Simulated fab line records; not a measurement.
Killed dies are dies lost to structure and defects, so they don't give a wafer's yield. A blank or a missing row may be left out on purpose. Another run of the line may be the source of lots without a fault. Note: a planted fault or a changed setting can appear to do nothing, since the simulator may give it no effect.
Matching of chambers	flow n5 finfet	N5_HKMG_FIN_CMP_23 on cmp-04 has 4 sister chambers
The step polishes, stops on SiNx, t overpolish 10 s, target thk 46.326 nm. 8 wafers are shown with their chamber, then 9 later ones without.

## EACH WAFER AND ITS CHAMBER
wafer	chamber	motor current A (A)	time to endpoint s (s)
L085.1	2	12.2	11.7
L085.6	3	10.1	11.2
L085.5	0	15.4	11.0
L087.1	0	15.3	11.8
L087.2	3	10.6	13.8
L090.3	1	12.8	14.2
L090.4	2	11.9	12.4
L090.6	1	13.2	13.5

## WAFERS WITH NO CHAMBER GIVEN
wafer	motor current A (A)	time to endpoint s (s)
L090.1	15.6	14.0
L090.2	10.5	11.1
L090.5	12.0	13.5
L093.3	14.9	14.0
L093.4	10.5	13.2
L093.6	14.7	12.7
L097.2	14.6	9.3
L097.3	11.9	8.9
L097.6	15.3	9.6

## WHICH CHAMBER EACH WENT THROUGH
wafer	from the rows above	in truth
L090.1	0	0
L090.2	3	3
L090.5	2	2
L093.3	0	0
L093.4	3	3
L093.6	0	0
L097.2	0	0
L097.3	2	2
L097.6	0	0
Correct placement for 9 of the 9. Left unplaced by these rows: 0. Wrongly placed: 0.
How it was worked out, from the rows above alone: a wafer's distance from a chamber is the root of the sum, over the readings, of the square of ((its reading less the chamber's mean) divided by the reading's scatter). If the next closest chamber is less than 2 further off than the closest, the wafer can't be placed; otherwise it belongs to the closest. For every chamber, the mean is computed from those of its wafers that are shown. The scatter: the root of (the sum of the squares of (reading less its chamber's mean) over the shown wafers, divided by (wafers less chambers)).
